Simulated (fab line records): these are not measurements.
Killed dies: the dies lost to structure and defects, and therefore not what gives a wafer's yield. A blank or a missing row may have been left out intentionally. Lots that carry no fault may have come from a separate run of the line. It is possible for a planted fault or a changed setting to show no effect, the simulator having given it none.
Which of the tools did it?	flow n5Finfet	23 wafers from 8 lots sampled at 7 of the route's 1938 steps

## WHAT EACH GAUGE READ, for each wafer
N5_WELL_APT_INSPECT_38: inspects for defects (darkfield). Usual: rawDefectCount reads 12 (standard deviation 5.4).
lot	measured	on	rawDefectCount	flag
L781	day 2 23:35	defectInspect-01	10 7 4	
L784	day 3 16:49	defectInspect-02	14 10 14	
L785	day 3 22:52	defectInspect-01	20 18	
L791	day 5 11:13	defectInspect-01	10 8 6	
L793	day 5 22:49	defectInspect-02	17 17 16	
L796	day 6 17:02	defectInspect-01	9 3 9	
L797	day 6 23:12	defectInspect-01	14 15 10	
L799	day 7 11:31	defectInspect-02	20 10 10	

N5_FIN_SAQP_THK_MEAS_05. Usual: thkNm reads 37.9 nm (standard deviation 0.62).
lot	measured	on	thkNm (nm)	flag
L781	day 3 03:53	filmMetro-02	37.8 37.2 38.6	
L784	day 3 21:18	filmMetro-02	36.4 37.1 67.1	OFF
L785	day 4 03:00	filmMetro-01	67.5 37.4	OFF
L791	day 5 15:37	filmMetro-01	38.1 38.5 38.7	
L793	day 6 02:44	filmMetro-01	37.8 37.8 38.4	
L796	day 6 22:13	filmMetro-02	37.0 38.3 38.6	
L797	day 7 02:58	filmMetro-02	37.5 38.8 38.0	
L799	day 7 16:32	filmMetro-01	37.0 38.9 38.1	

N5_FIN_SAQP_OVL_MEAS_17. Usual: FIN_CORE_OVL typically reads 0.3 nm, with standard deviation 0.83.
lot	measured	on	FIN_CORE_OVL (nm)	flag
L781	day 3 04:30	overlay-01	-1.3 -0.2 -1.4	
L784	day 3 22:02	overlay-02	0.6 -1.0 -1.4	
L785	day 4 03:37	overlay-01	-0.2 0.4	
L791	day 5 16:14	overlay-01	0.6 -0.1 -0.9	
L793	day 6 03:28	overlay-02	0.8 0.9 2.3	
L796	day 6 22:57	overlay-01	-0.5 -0.4 0.1	
L797	day 7 03:42	overlay-01	0.7 1.2 0.8	
L799	day 7 17:08	overlay-02	1.2 1.1 2.2	

N5_BEOL_M4_RC_MEAS_101. Usual: DIBL_N 37.0 mV/V, standard deviation 2.3; DIBL_P 37.3 mV/V, standard deviation 2.8; IOFF_N 0.17 nA/um, standard deviation 0.046; IOFF_P 0.23 nA/um, standard deviation 0.054; ION_N 675 uA/um, standard deviation 14; ION_P 460 uA/um, standard deviation 9.3; SS_N 71.7 mV/dec, standard deviation 0.73; SS_P 73.6 mV/dec, standard deviation 0.95; VT_N 249 mV, standard deviation 3.9; VT_P -250 mV, standard deviation 3.9.
lot	measured	on	DIBL_N (mV/V)	DIBL_P (mV/V)	IOFF_N (nA/um)	IOFF_P (nA/um)	ION_N (uA/um)	ION_P (uA/um)	SS_N (mV/dec)	SS_P (mV/dec)	VT_N (mV)	VT_P (mV)	flag
L781	day 9 09:13	prober-01	36.5 34.8 40.1	38.2 36.0 43.2	0.19 0.14 0.28	0.25 0.21 0.37	691 653 701	469 455 483	72.1 71.9 72.7	73.1 71.4 74.5	246 251 242	-247 -248 -242	
L784	day 10 05:55	prober-01	38.9 37.5 35.7	41.4 38.2 36.4	0.20 0.16 0.13	0.29 0.23 0.20	679 682 667	467 470 462	71.3 72.1 71.5	74.8 74.1 73.6	248 249 256	-246 -250 -251	
L785	day 10 06:52	prober-02	32.5 41.2	30.6 42.4	0.10 0.27	0.16 0.37	652 700	455 473	70.8 73.1	71.9 74.4	257 244	-251 -243	
L791	day 12 11:37	prober-01	36.8 39.9 36.6	37.9 41.1 36.6	0.16 0.19 0.16	0.22 0.27 0.19	677 679 673	459 466 457	71.4 72.4 71.0	72.9 74.2 73.1	249 248 248	-250 -249 -252	
L793	day 12 22:21	prober-02	33.5 36.2 37.3	30.7 35.0 35.0	0.10 0.14 0.16	0.13 0.18 0.18	640 664 666	440 452 448	71.0 71.2 72.1	72.3 73.1 73.3	257 250 250	-258 -254 -253	
L796	day 13 14:05	prober-01	38.3 36.8 37.2	39.4 38.0 38.0	0.20 0.17 0.18	0.24 0.21 0.22	673 671 666	456 455 455	71.8 72.3 71.8	73.6 72.9 73.7	247 250 248	-251 -252 -250	
L797	day 13 20:28	prober-01	37.8 38.4 40.4	36.6 36.6 38.7	0.16 0.16 0.22	0.20 0.21 0.24	677 656 668	459 444 451	71.3 71.8 72.2	73.3 72.9 73.2	250 253 247	-256 -252 -253	
L799	day 14 06:08	prober-01	37.3 37.0 33.1	38.5 38.7 34.3	0.16 0.17 0.10	0.18 0.18 0.13	675 675 656	450 449 445	72.0 71.9 70.3	74.2 73.9 72.1	252 251 256	-257 -256 -258	

## EACH LOT AND THE TOOL THAT RAN IT (in order: tool; ch and the chambers of the sampled wafers; start)
lot	N5_PMOS_HMC_CHANNEL_EPI_CMP_21	N5_FIN_SAQP_HM_DEP_03	N5_FIN_SAQP_HM_OPEN_33
L781	cmp-01 ch 0,1,2, day 3 02:25	pecvd-01 ch 0,1, day 3 03:48	rieDiel-05 ch 1,2,3, day 3 10:40
L784	cmp-01 ch 1,3, day 3 19:42	pecvd-01 ch 1,2, day 3 21:13	rieDiel-01 ch 1,2,3, day 4 01:51
L785	cmp-01 ch 0,3, day 4 01:33	pecvd-01 ch 0,1, day 4 02:56	rieDiel-05 ch 0,1, day 4 07:49
L791	cmp-04 ch 0,1, day 5 14:01	pecvd-02 ch 0,2, day 5 15:31	rieDiel-03 ch 0,1,3, day 5 20:20
L793	cmp-04 ch 1,3, day 6 01:19	pecvd-02 ch 0,1,2, day 6 02:38	rieDiel-05 ch 1,3, day 6 07:16
L796	cmp-03 ch 0,2, day 6 20:22	pecvd-03 ch 0,1,2, day 6 22:08	rieDiel-01 ch 0,1, day 7 03:19
L797	cmp-01 ch 0,2,3, day 7 01:38	pecvd-03 ch 1,2, day 7 02:53	rieDiel-05 ch 0,3, day 7 09:09
L799	cmp-01 ch 1,2, day 7 14:31	pecvd-03 ch 0,2, day 7 16:26	rieDiel-05 ch 1,2, day 7 21:16
- N5_PMOS_HMC_CHANNEL_EPI_CMP_21: polishes SiGe30, target thk 54 nm.
- N5_FIN_SAQP_HM_DEP_03: deposits SiNx from SiH4/NH3/N2, target thk 38 nm, time 33.6 s.
- N5_FIN_SAQP_HM_OPEN_33: chemistry CH3F/O2, target SiNx, target depth 49.4 nm, time 70.6 s.

## WHAT THE TOOLS THEMSELVES READ (means of the sampled wafers that have a number; where no wafer has one, the mark that the record gives instead)
N5_PMOS_HMC_CHANNEL_EPI_CMP_21. Usual: motorCurrentA 12.2 A, standard deviation 1.3; padLifeWafers 790, standard deviation 520; slurryFlowMlMin 150.0, standard deviation 0.46.
lot	tool	motorCurrentA (A)	padLifeWafers	slurryFlowMlMin	flag
L781	cmp-01	11.8	326	149.6	
L784	cmp-01	12.7	487	150.2	
L785	cmp-01	12.0	-	150.1	OFF
L791	cmp-04	10.8	553	149.7	
L793	cmp-04	11.6	637	150.1	
L796	cmp-03	11.1	1627	149.4	
L797	cmp-01	12.0	1088	150.1	
L799	cmp-01	12.4	1190	150.0	

N5_FIN_SAQP_HM_DEP_03. Usual: heaterPowerW 780 W, standard deviation 77; showerheadPlenumPTorr 5.12 Torr, standard deviation 0.061; showerheadVppV 1059 V, standard deviation 52; throttleValvePct 40.7 %, standard deviation 1.5.
lot	tool	heaterPowerW (W)	showerheadPlenumPTorr (Torr)	showerheadVppV (V)	throttleValvePct (%)	flag
L781	pecvd-01	734	5.06	1085	42.5	
L784	pecvd-01	686	5.12	1131	41.9	
L785	pecvd-01	724	5.08	1110	42.7	
L791	pecvd-02	903	5.16	1068	39.0	
L793	pecvd-02	847	5.17	1062	40.2	
L796	pecvd-03	741	5.12	1034	40.1	
L797	pecvd-03	778	5.13	1030	40.6	
L799	pecvd-03	680	5.08	1021	40.0	

N5_FIN_SAQP_HM_OPEN_33. Usual: CH3F_flow_sccm 30.00 sccm, standard deviation 0.098; biasW 73.00 W, standard deviation 0.22; drypumpMotorCurrentA 5.6 A, standard deviation 0.48; etchRfOnTimeS 69.5 s, standard deviation 1.9; mfcArSccm 150.1 sccm, standard deviation 0.46; oesProductAu 0.63 a.u., standard deviation 0.051; rfVppV 295 V, standard deviation 7; showerheadPlenumPTorr 2.00 Torr, standard deviation 0.069; throttleValvePct 16.33 %, standard deviation 0.16.
lot	tool	CH3F_flow_sccm (sccm)	biasW (W)	drypumpMotorCurrentA (A)	etchRfOnTimeS (s)	mfcArSccm (sccm)	oesProductAu (a.u.)	rfVppV (V)	showerheadPlenumPTorr (Torr)	throttleValvePct (%)	flag
L781	rieDiel-05	30.05	73.17	5.5	69.0	150.3	0.64	292	2.00	16.40	
L784	rieDiel-01	29.88	72.92	5.7	86.0	150.0	0.61	299	1.98	16.32	OFF
L785	rieDiel-05	30.06	72.85	5.3	99.0	150.1	0.63	288	1.99	16.26	OFF
L791	rieDiel-03	29.94	73.19	5.7	69.0	150.2	0.70	294	1.94	16.31	
L793	rieDiel-05	29.99	73.03	5.2	71.4	149.5	0.62	293	2.01	16.39	
L796	rieDiel-01	30.03	73.03	6.0	70.1	149.8	0.60	305	2.06	16.40	
L797	rieDiel-05	30.01	72.91	4.9	70.7	150.3	0.61	293	2.04	16.27	
L799	rieDiel-05	30.08	72.71	5.7	71.3	150.3	0.61	289	1.96	16.50	

## THE ANSWER, worked out from the rows above alone
Rule: take the mean of a lot's wafers that have a number; if it is more than 3 standard deviations from the usual mean, the lot is off. Also off: a lot with no number at a reading for which 4 or more lots have one. Any other lot the step has rows for is counted as sound. Order of review: gauges by route order, followed by the tools' own readings, for which a lot's mean as printed above is used. At the first step where some lot is off, the reading lying furthest off is the one used; lots without a number count as furthest.
Off: L784, L785 (N5_FIN_SAQP_THK_MEAS_05, thkNm).
A tool fits if, at a process step before that reading, it ran every lot that is off, and no sound lot after the first of them. The gauges at N5_FIN_SAQP_THK_MEAS_05 aren't tried: what is off there is off at N5_FIN_SAQP_HM_OPEN_33 too, on other tools, and a gauge's error can't cause that. One candidate fits, namely pecvd-01 at N5_FIN_SAQP_HM_DEP_03. A fault onset in the window from L781 (day 3 03:48, its last sound lot) to L784 (day 3 21:13, its first lot off) fits.

## WHAT WAS PUT IN BY THE SIMULATOR
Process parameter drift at N5_FIN_SAQP_HM_DEP_03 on pecvd-01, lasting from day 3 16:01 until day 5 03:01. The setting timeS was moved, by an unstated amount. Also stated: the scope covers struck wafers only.
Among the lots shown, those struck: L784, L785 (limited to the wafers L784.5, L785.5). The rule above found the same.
